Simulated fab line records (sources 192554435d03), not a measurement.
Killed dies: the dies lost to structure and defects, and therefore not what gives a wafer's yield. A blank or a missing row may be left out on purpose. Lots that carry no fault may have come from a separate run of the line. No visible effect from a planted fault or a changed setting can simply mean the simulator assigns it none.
fab line records	flow n5_finfet
[record] lots = 7	wafers = 39
route steps=1938 shown PMOS_HMC_CHANNEL_EPI@57 SD_EPI_P@321 SD_ACTIVATION@330 GATE_CUT@469 BEOL_M0_SAQP@663
start_h: hours from the record's first day to the start of the lot's first wafer shown	wait_h: hours from the lot's prior step to this one	" repeats the value in the row above	L1.1+2: one row covering several wafers at once	- no value, or no start given	* or withheld: withheld	< > ~ a bound
route shown NAME@n: NAME is a module with steps in the file, n the number in the route of the first one	usual: mean/standard deviation taken from wafers without a fault	same: alike in all rows	chamber/n: place in a boat	sites: the reading at each site	_std_site: the standard deviation of these	_edge_site: mean of outer sites minus mean of inner sites	radius_mm: for every site, how far away it sits from the centre of the wafer	mask NAME#n: copy n	behind: tool/chamber where the wafer was last shaped	hold: reason for holding the lot/hours on hold/outcome of the hold	device: transistor that didn't switch, given as n, p or np	end of line: the route-end tests of the same wafers	for a step that has no rows: nothing shown but its recipe	killed: not the wafer's yield, but the dies lost to structure and defects at the first sort	map: a wafer's dies, marking killed ones x, the rest . and places with no die _
set.NAME: setting as actually run; set.NAME@STEP: the setting as run at that earlier step	model.NAME: the simulator's own value behind a step, which no gauge read
one table per step and one row per wafer, for lots whose settings were changed on purpose
[[steps]]
[step N5_PMOS_HMC_CHANNEL_EPI_HM_DEP_34]
[recipe] material = SiO2	target_thk_a = 360	temp_c = 400	precursor = TEOS/O2	pressure_torr = 6.5	rf_w = 900	teos_flow_sccm = 161.4	gas = O2	flow_sccm = 2650	time_s = 6.9
lot.wafer	tool	chamber	start_h	wait_h	set.time_s	model.SiO2_of_PMOS_HMC_CHANNEL_EPI_HM_DEP_34.thk_nm
L079.1	pecvd-02	1	46.87	0.0	6.9	36.09
L079.2	"	2	"	"	6.9	35.96
L079.3	"	0	"	"	3.181	17.6
L079.4	"	0	"	"	3.181	17.88
L079.5	"	1	"	"	3.181	17.61
L079.6	"	2	"	"	6.9	36.29
L083.1	pecvd-02	2	71.38	0.0	6.9	35.48
L083.2	"	1	"	"	6.9	35.87
L083.3+4	"	1,2	"	"	6.9	36.44
L083.5	"	2	"	"	6.9	35.97
L083.6	"	1	"	"	6.9	36.62
L084.1	pecvd-03	0	77.32	0.0	6.9	35.89
L084.5	"	0	"	"	6.9	36.52
L084.6	"	1	"	"	6.9	36.5
L086.1	pecvd-01	1	89.33	0.0	6.9	35.82
L086.2	"	2	"	"	9.223	46.95
L086.3	"	0	"	"	6.9	35.5
L086.4	"	2	"	"	6.9	36.02
L086.5	"	1	"	"	9.223	47.72
L086.6	"	0	"	"	9.223	47.46
L089.1	pecvd-03	0	107.25	0.0	8.701	44.31
L089.2	"	1	"	"	6.9	35.78
L089.3	"	2	"	"	6.9	35.9
L089.4	"	2	"	"	8.701	45.48
L089.5	"	0	"	"	8.701	45.43
L089.6	"	1	"	"	6.9	36.31
L091.1	pecvd-02	2	119.19	0.0	8.376	42.4
L091.2	"	1	"	"	6.9	35.78
L091.3	"	0	"	"	8.376	42.95
L091.4	"	2	"	"	6.9	36.28
L091.5	"	1	"	"	8.376	43.71
L091.6	"	0	"	"	6.9	36.31
L092.1	pecvd-02	1	125.17	0.0	10.92	55.13
L092.2	"	0	"	"	6.9	35.25
L092.3	"	2	"	"	10.92	54.95
L092.4	"	0	"	"	6.9	35.95
L092.5	"	2	"	"	10.92	55.48
L092.6	"	1	"	"	6.9	35.55
[step N5_SD_EPI_P_EPI_21]
[recipe] material = SiGe:B	dopant = B	temp_c = 550	pressure_torr = 20	ambient = H2	time_s = 355
lot.wafer	tool	chamber	start_h	wait_h	set.time_s	model.SiGe-B_of_SD_EPI_P_EPI_21.thk_nm
L079.1	epi_rpcvd-01	0	85.47	0.1	355	60.6
L079.2+6	"	0	"	"	153.9	29.2
L079.3	"	0	"	"	355	61.2
L079.4	"	0	"	"	153.9	28.8
L079.5	"	0	"	"	355	62.6
L083.1+4	epi_rpcvd-01	0	114.39	0.1	211.4	39.8
L083.2	"	0	"	"	211.4	39.4
L083.3	"	0	"	"	355	63
L083.5+6	"	0	"	"	355	61.6
L084.1	epi_rpcvd-04	0	116.83	0.1	355	61.2
L084.5	"	0	118.27	1.5	355	60.8
L084.6	"	0	"	"	355	60.2
L086.1	epi_rpcvd-04	0	129.35	0.1	355	60.6
L086.2	"	0	"	"	189.6	34.8
L086.3	"	0	"	"	189.6	35.2
L086.4	"	0	"	"	189.6	35
L086.5+6	"	0	"	"	355	60.8
L089.1	epi_rpcvd-01	0	145.94	0.1	355	61.6
L089.2	"	0	"	"	355	60.8
L089.3	"	0	"	"	511.2	79.4
L089.4+5	"	0	"	"	511.2	79.2
L089.6	"	0	"	"	355	61.4
L091.1	epi_rpcvd-04	0	157.07	0.1	232.2	43.4
L091.2	"	0	"	"	355	61
L091.3	"	0	"	"	355	61.6
L091.4	"	0	"	"	355	60.8
L091.5	"	0	"	"	232.2	43.6
L091.6	"	0	"	"	232.2	43.2
L092.1	epi_rpcvd-04	0	163.03	0.1	456.4	73
L092.2	"	0	"	"	456.4	73.4
L092.3	"	0	"	"	355	61.6
L092.4	"	0	"	"	456.4	72.6
L092.5	"	0	"	"	355	61.2
L092.6	"	0	"	"	355	62
[step N5_SD_EPI_P_EPI_MEAS_23]
[recipe] mode = xrd
[usual] thk_nm = 61.0/1.3
lot.wafer	tool	chamber	start_h	wait_h	set.time_s@SD_EPI_P_EPI_21	thk_nm
L079.1	film_metro-02	-	87.67	1.8	355	59.9
L079.2	"	-	"	"	153.9	28.4
L079.3	"	-	"	"	355	62.5
L079.4	"	-	"	"	153.9	28.1
L079.5	"	-	"	"	355	63.0
L079.6	"	-	"	"	153.9	29.8
L083.1	film_metro-01	-	116.59	1.9	211.4	39.6
L083.2	"	-	"	"	211.4	39.1
L083.3	"	-	"	"	355	62.0
L083.4	"	-	"	"	211.4	37.2
L083.5	"	-	"	"	355	61.9
L083.6	"	-	"	"	355	61.1
L084.1	film_metro-02	-	119.03	1.8	355	62.0
L084.5	"	-	"	"	355	60.0
L084.6	"	-	"	"	355	59.4
L086.1	film_metro-02	-	131.54	1.8	355	60.9
L086.2	"	-	"	"	189.6	34.4
L086.3	"	-	"	"	189.6	36.5
L086.4	"	-	"	"	189.6	35.6
L086.5	"	-	"	"	355	59.8
L086.6	"	-	"	"	355	62.0
L089.1	film_metro-01	-	148.14	1.8	355	61.1
L089.2	"	-	"	"	355	61.1
L089.3	"	-	"	"	511.2	78.5
L089.4	"	-	"	"	511.2	79.2
L089.5	"	-	"	"	511.2	77.9
L089.6	"	-	"	"	355	60.1
L091.1	film_metro-01	-	159.27	1.9	232.2	43.8
L091.2	"	-	"	"	355	61.1
L091.3	"	-	"	"	355	60.2
L091.4	"	-	"	"	355	60.5
L091.5	"	-	"	"	232.2	43.7
L091.6	"	-	"	"	232.2	44.2
L092.1	film_metro-02	-	165.23	1.8	456.4	72.6
L092.2	"	-	"	"	456.4	74.5
L092.3	"	-	"	"	355	61.3
L092.4	"	-	"	"	456.4	73.3
L092.5	"	-	"	"	355	60.6
L092.6	"	-	"	"	355	60.5
[step N5_SD_EPI_P_HM_STRIP_48]
[recipe] chemistry = H3PO4	temp_c = 160	material = SiNx	target = SiNx	target_depth_a = 30	overetch_fraction = 0.3
lot.wafer	tool	chamber	start_h	wait_h	set.time_s@SD_EPI_P_EPI_21	model.SiGe-B_of_SD_EPI_P_EPI_21.thk_nm
L079.1	wet_bench-04	7	87.70	0.0	355	60.4
L079.2	"	6	"	"	153.9	29
L079.3	"	2	"	"	355	61
L079.4	"	5	"	"	153.9	28.8
L079.5	"	4	"	"	355	62.2
L079.6	"	3	"	"	153.9	29.2
L083.1+4	wet_bench-02	4,5	116.63	0.0	211.4	39.6
L083.2	"	1	"	"	211.4	39.2
L083.3	"	7	"	"	355	62.8
L083.5+6	"	6,0	"	"	355	61.2
L084.1	wet_bench-04	4	119.06	0.0	355	60.8
L084.5	"	6	"	"	355	60.4
L084.6	"	7	"	"	355	59.8
L086.1	wet_bench-01	7	131.58	0.0	355	60.2
L086.2	"	0	"	"	189.6	34.6
L086.3	"	6	"	"	189.6	35.2
L086.4	"	4	"	"	189.6	35
L086.5+6	"	5,3	"	"	355	60.4
L089.1	wet_bench-01	4	148.18	0.0	355	61.4
L089.2	"	7	"	"	355	60.4
L089.3	"	2	"	"	511.2	79
L089.4+5	"	0,3	"	"	511.2	78.8
L089.6	"	1	"	"	355	61
L091.1	wet_bench-02	5	159.31	0.0	232.2	43.2
L091.2+4	"	3,6	"	"	355	60.6
L091.3	"	0	"	"	355	61.4
L091.5	"	4	"	"	232.2	43.4
L091.6	"	7	"	"	232.2	43
L092.1	wet_bench-02	3	165.27	0.0	456.4	72.6
L092.2	"	2	"	"	456.4	73
L092.3	"	6	"	"	355	61.4
L092.4	"	7	"	"	456.4	72.2
L092.5	"	1	"	"	355	60.8
L092.6	"	0	"	"	355	61.6
[step N5_SD_EPI_P_SRD_49]
[recipe] dry = ipa_marangoni	time_s = 30	temp_c = 23	rinse_liquid = diw
[step N5_SD_EPI_P_PRECLEAN_24]
[recipe] chemistry = O3/DIW	time_s = 45	temp_c = 22	o3_ppm = 10
[step N5_SD_ACTIVATION_RTA_00]
[recipe] temp_c = 975	time_s = 0	ambient = N2	idle_temp_c = 600	ramp_up_c_per_s = 150	ramp_down_c_per_s = 60	cool_to_c = 600
[step N5_SD_ACTIVATION_LSA_01]
[recipe] temp_c = 1080	time_s = 0.0008	ambient = N2
[step N5_SD_ACTIVATION_RS_MEAS_03]
[recipe] thk_meas_gauge = four-point-probe
[usual] RS_SD_N = 21.86/0.28	RS_SD_P = 55.9/0.89
lot.wafer	tool	chamber	start_h	wait_h	set.time_s@SD_EPI_P_EPI_21	RS_SD_N[ohm/sq]	RS_SD_P[ohm/sq]
L079.1	film_metro-01	-	88.45	0.2	355	22.18	56.9
L079.2	"	-	"	"	153.9	21.95	116.9
L079.3	"	-	"	"	355	21.97	55.9
L079.4	"	-	"	"	153.9	21.97	119.8
L079.5	"	-	"	"	355	22.14	55.6
L079.6	"	-	"	"	153.9	22.21	118.0
L083.1	film_metro-01	-	117.37	0.2	211.4	22.44	86.3
L083.2	"	-	"	"	211.4	21.79	86.5
L083.3	"	-	"	"	355	22.13	54.6
L083.4	"	-	"	"	211.4	22.03	84.7
L083.5	"	-	"	"	355	22.42	54.7
L083.6	"	-	"	"	355	22.33	55.1
L084.1	film_metro-02	-	119.63	0.2	355	22.15	55.1
L084.5	"	-	"	"	355	22.32	55.9
L084.6	"	-	"	"	355	21.95	56.1
L086.1	film_metro-02	-	132.17	0.2	355	22.14	56.6
L086.2	"	-	"	"	189.6	22.20	98.7
L086.3	"	-	"	"	189.6	21.59	97.3
L086.4	"	-	"	"	189.6	21.87	97.8
L086.5	"	-	"	"	355	22.24	56.6
L086.6	"	-	"	"	355	22.04	56.4
L089.1	film_metro-02	-	148.76	0.2	355	22.46	55.8
L089.2	"	-	"	"	355	22.11	56.2
L089.3	"	-	"	"	511.2	21.89	43.3
L089.4	"	-	"	"	511.2	21.82	43.4
L089.5	"	-	"	"	511.2	21.58	43.6
L089.6	"	-	"	"	355	22.00	56.1
L091.1	film_metro-01	-	159.88	0.2	232.2	21.55	78.2
L091.2	"	-	"	"	355	21.95	56.3
L091.3	"	-	"	"	355	21.72	54.7
L091.4	"	-	"	"	355	21.42	55.5
L091.5	"	-	"	"	232.2	21.44	77.4
L091.6	"	-	"	"	232.2	21.67	79.2
L092.1	film_metro-01	-	165.86	0.2	456.4	21.47	45.8
L092.2	"	-	"	"	456.4	21.23	45.9
L092.3	"	-	"	"	355	21.48	54.2
L092.4	"	-	"	"	456.4	21.44	46.1
L092.5	"	-	"	"	355	21.87	55.1
L092.6	"	-	"	"	355	21.45	54.6
[step N5_GATE_CUT_ETCH_58]
[recipe] chemistry = CH3F/O2	target = SiNx	target_depth_a = 170	time_s = 128.6	ion_energy_ev = 50	pressure_mtorr = 30	source_w = 415	bias_w = 21	Ar_flow_sccm = 150	CH3F_flow_sccm = 30	O2_flow_sccm = 20
lot.wafer	tool	chamber	start_h	wait_h	set.target_depth_a	model.etch.depth_nm	model.SiNx_of_SDB_ALD_29.thk_nm
L079.1	rie_diel-06	0	110.76	0.0	217.7	21.88	23.8
L079.2	"	1	"	"	170	16.9	24.8
L079.3	"	2	"	"	217.7	22.23	23.8
L079.4	"	3	"	"	170	16.91	24.8
L079.5	"	1	"	"	170	16.77	24.8
L079.6	"	0	"	"	217.7	21.84	24
L083.1	rie_diel-03	1	139.40	0.0	234.4	23.36	23.6
L083.2	"	0	"	"	170	16.89	24.6
L083.3	"	2	"	"	234.4	23.49	23.6
L083.4	"	3	"	"	170	16.98	24.6
L083.5	"	3	"	"	170	17	24.6
L083.6	"	2	"	"	234.4	23.59	23.6
L084.1	rie_diel-03	3	141.39	0.0	170	16.88	24.6
L084.5	"	1	"	"	170	16.65	24.6
L084.6	"	0	"	"	170	16.93	24.6
L086.1	rie_diel-03	3	154.06	0.0	170	16.93	24.6
L086.2	"	0	"	"	170	17.15	24.6
L086.3	"	2	"	"	170	17.08	24.6
L086.4	"	1	"	"	170	16.74	24.6
L086.5	"	0	"	"	170	17.02	24.6
L086.6	"	1	"	"	170	16.95	24.6
L089.1	rie_diel-01	2	170.51	0.0	170	16.91	24.4
L089.2	"	3	"	"	170	17.17	24.4
L089.3	"	1	"	"	211.1	20.77	24
L089.4	"	0	"	"	170	17.22	24.4
L089.5	"	3	"	"	211.1	21.45	23.8
L089.6	"	2	"	"	211.1	21.18	23.8
L091.1	rie_diel-03	2	180.83	0.1	77.29	7.824	26
L091.2	"	3	"	"	77.29	7.806	25.8
L091.3	"	1	"	"	170	16.81	24.6
L091.4	"	0	"	"	77.29	7.781	26
L091.5	"	0	"	"	170	17.14	24.4
L091.6	"	1	"	"	170	17.01	24.6
L092.1	rie_diel-01	2	188.83	0.0	107.1	10.71	25.8
L092.2	"	1	"	"	107.1	10.49	25.6
L092.3	"	0	"	"	170	17.17	24.4
L092.4	"	3	"	"	170	17.24	24.6
L092.5	"	3	"	"	107.1	10.8	25.6
L092.6	"	2	"	"	170	16.92	24.6
[step N5_BEOL_M0_SAQP_SPACER1_ALD_98]
[recipe] material = SiO2	target_thk_a = 128	temp_c = 300	ald_precursor_family = BDEAS	ald_co_reactant = O2-plasma	pulse_time_s = 1	purge_time_s = 2	co_reactant_purge_time_s = 2	ald_cycles = 138	pressure_torr = 2
lot.wafer	tool	chamber	start_h	wait_h	set.ald_cycles	model.SiO2_of_BEOL_M0_SAQP_SPACER1_ALD_98.thk_nm
L079.1+3+4+5+6	ald_sin-02	3,1,2,2,1	140.96	0.3	138	12.8
L079.2	"	0	"	"	138	13
L083.1+2+3+4+5+6	ald_sin-01	3,1,0,2,3,2	167.99	0.3	138	12.8
L084.1+5+6	ald_sin-02	2,1,2	171.83	0.3	138	12.8
L086.1+6	ald_sin-01	1	181.51	0.3	167	15.6
L086.2+3+5	"	3,2,2	"	"	138	12.8
L086.4	"	0	"	"	167	15.4
L089.1+5+6	ald_sin-01	2,3,0	198.56	0.6	138	12.8
L089.2+3	"	1,0	"	"	94	8.8
L089.4	"	3	"	"	94	8.6
L091.1+2+3	ald_sin-01	0,2,1	210.31	0.3	138	12.8
L091.4+6	"	3	"	"	167	15.4
L091.5	"	2	"	"	167	15.6
L092.1+3+4	ald_sin-03	1,3,2	217.64	0.3	138	12.8
L092.2+5	"	0,1	"	"	182	17
L092.6	"	0	"	"	182	16.8
[step N5_BEOL_M0_SAQP_SPACER1_ETCHBACK_99]
[recipe] chemistry = CHF3/O2	mode = anisotropic_etchback	target = SiO2	target_depth_a = 154	time_s = 7.7	pressure_mtorr = 30	source_w = 650	bias_w = 170	Ar_flow_sccm = 200	CHF3_flow_sccm = 50	O2_flow_sccm = 5	ion_energy_ev = 200
[step N5_BEOL_M0_SAQP_MANDREL1_REMOVE_100]
[recipe] chemistry = HBr/Cl2/O2	bt_time_s = 10	target = a-Si	stop_on = SiNx	endpoint = OES-SiCl	over_etch_frac = 0.85	icp_w = 600	bias_w = 30	HBr_flow_sccm = 150	Cl2_flow_sccm = 80	O2_flow_sccm = 5	pressure_mtorr = 10
lot.wafer	tool	chamber	start_h	wait_h	set.ald_cycles@BEOL_M0_SAQP_SPACER1_ALD_98	model.SiO2_of_BEOL_M0_SAQP_SPACER1_ALD_98.thk_nm	model.BEOL_M0_SAQP.cd_nm
L079.1+3+6	rie_si-02	3,1,1	141.53	0.1	138	7.4	12.8
L079.2+4+5	"	0,2,0	"	"	138	7.6	12.8
L083.1+2+4+5	rie_si-04	2,3,1,3	168.55	0.1	138	7.4	12.6
L083.3	"	0	"	"	138	7.4	12.8
L083.6	"	0	"	"	138	7.6	12.8
L084.1+5+6	rie_si-06	1,2,3	172.39	0.1	138	7.4	12.8
L086.1+6	rie_si-04	3	182.07	0.1	167	10.2	15.6
L086.2+3+5	"	0,2,2	"	"	138	7.4	12.8
L086.4	"	1	"	"	167	10	15.4
L089.1+5+6	rie_si-04	1,0,1	199.16	0.1	138	7.4	12.8
L089.2+4	"	0,2	"	"	94	4	8.6
L089.3	"	3	"	"	94	4	8.8
L091.1+2+3	rie_si-02	0,2,1	210.89	0.1	138	7.4	12.8
L091.4+6	"	3,0	"	"	167	10	15.4
L091.5	"	1	"	"	167	10.2	15.6
L092.1+3+4	rie_si-04	0,1,3	218.21	0.1	138	7.4	12.8
L092.2	"	2	"	"	182	11.6	17
L092.5	"	3	"	"	182	11.6	16.8
L092.6	"	0	"	"	182	11.4	16.8
[step N5_BEOL_M0_SAQP_CD_MEAS_25]
[recipe] target_cd_nm = 13.1	landing_energy_ev = 1000	detector = se_inlens
[usual] cd_nm = 12.79/0.21
lot.wafer	tool	chamber	start_h	wait_h	set.ald_cycles@BEOL_M0_SAQP_SPACER1_ALD_98	cd_nm
L079.1	cd_sem-02	0	141.64	0.1	138	12.47
L079.2	"	0	"	"	138	12.60
L079.3	"	0	"	"	138	12.72
L079.4	"	0	"	"	138	12.95
L079.5	"	0	"	"	138	12.72
L079.6	"	0	"	"	138	12.70
L083.1	cd_sem-02	0	168.66	0.1	138	12.78
L083.2	"	0	"	"	138	12.67
L083.3	"	0	"	"	138	12.68
L083.4	"	0	"	"	138	12.61
L083.5	"	0	"	"	138	12.55
L083.6	"	0	"	"	138	12.87
L084.1	cd_sem-03	0	172.50	0.1	138	12.66
L084.5	"	0	"	"	138	12.76
L084.6	"	0	"	"	138	12.93
L086.1	cd_sem-03	0	182.18	0.1	167	15.61
L086.2	"	0	"	"	138	12.84
L086.3	"	0	"	"	138	12.95
L086.4	"	0	"	"	167	15.48
L086.5	"	0	"	"	138	13.06
L086.6	"	0	"	"	167	15.53
L089.1	cd_sem-03	0	199.27	0.1	138	12.39
L089.2	"	0	"	"	94	8.50
L089.3	"	0	"	"	94	9.03
L089.4	"	0	"	"	94	8.81
L089.5	"	0	"	"	138	12.76
L089.6	"	0	"	"	138	12.76
L091.1	cd_sem-01	0	211.00	0.1	138	12.74
L091.2	"	0	"	"	138	12.86
L091.3	"	0	"	"	138	12.63
L091.4	"	0	"	"	167	15.22
L091.5	"	0	"	"	167	15.68
L091.6	"	0	"	"	167	15.55
L092.1	cd_sem-01	0	218.32	0.1	138	13.07
L092.2	"	0	"	"	182	16.84
L092.3	"	0	"	"	138	12.69
L092.4	"	0	"	"	138	12.88
L092.5	"	0	"	"	182	16.99
L092.6	"	0	"	"	182	16.91
[[key]]
[split] step = N5_PMOS_HMC_CHANNEL_EPI_HM_DEP_34	setting = time_s	stated = 6.9	by = wafer
[response] step = N5_PMOS_HMC_CHANNEL_EPI_HM_DEP_34	reading = model.SiO2_of_PMOS_HMC_CHANNEL_EPI_HM_DEP_34.thk_nm	change = +0.339	per = 1%	r = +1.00
[split] step = N5_SD_EPI_P_EPI_21	setting = time_s	stated = 355	by = wafer
[response] step = N5_SD_EPI_P_EPI_21	reading = model.SiGe-B_of_SD_EPI_P_EPI_21.thk_nm	change = +0.517	per = 1%	r = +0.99
[response] step = N5_SD_EPI_P_EPI_MEAS_23	reading = thk_nm	change = *	per = 1%	r = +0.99
[response] step = N5_SD_EPI_P_HM_STRIP_48	reading = model.SiGe-B_of_SD_EPI_P_EPI_21.thk_nm	change = +0.514	per = 1%	r = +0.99
[response] step = N5_SD_ACTIVATION_RS_MEAS_03	reading = RS_SD_P	change = -0.756	per = 1%	r = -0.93
[split] step = N5_GATE_CUT_ETCH_58	setting = target_depth_a	stated = 170	by = wafer
[response] step = N5_GATE_CUT_ETCH_58	reading = model.etch.depth_nm	change = +0.172	per = 1%	r = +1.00
[response] step = N5_GATE_CUT_ETCH_58	reading = model.SiNx_of_SDB_ALD_29.thk_nm	change = -0.0273	per = 1%	r = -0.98
[split] step = N5_BEOL_M0_SAQP_SPACER1_ALD_98	setting = ald_cycles	stated = 138	by = wafer
[response] step = N5_BEOL_M0_SAQP_SPACER1_ALD_98	reading = model.SiO2_of_BEOL_M0_SAQP_SPACER1_ALD_98.thk_nm	change = +0.129	per = 1%	r = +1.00
[response] step = N5_BEOL_M0_SAQP_MANDREL1_REMOVE_100	reading = model.SiO2_of_BEOL_M0_SAQP_SPACER1_ALD_98.thk_nm	change = +0.121	per = 1%	r = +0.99
[response] step = N5_BEOL_M0_SAQP_MANDREL1_REMOVE_100	reading = model.BEOL_M0_SAQP.cd_nm	change = +0.129	per = 1%	r = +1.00
[response] step = N5_BEOL_M0_SAQP_CD_MEAS_25	reading = cd_nm	change = +0.125	per = 1%	r = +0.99
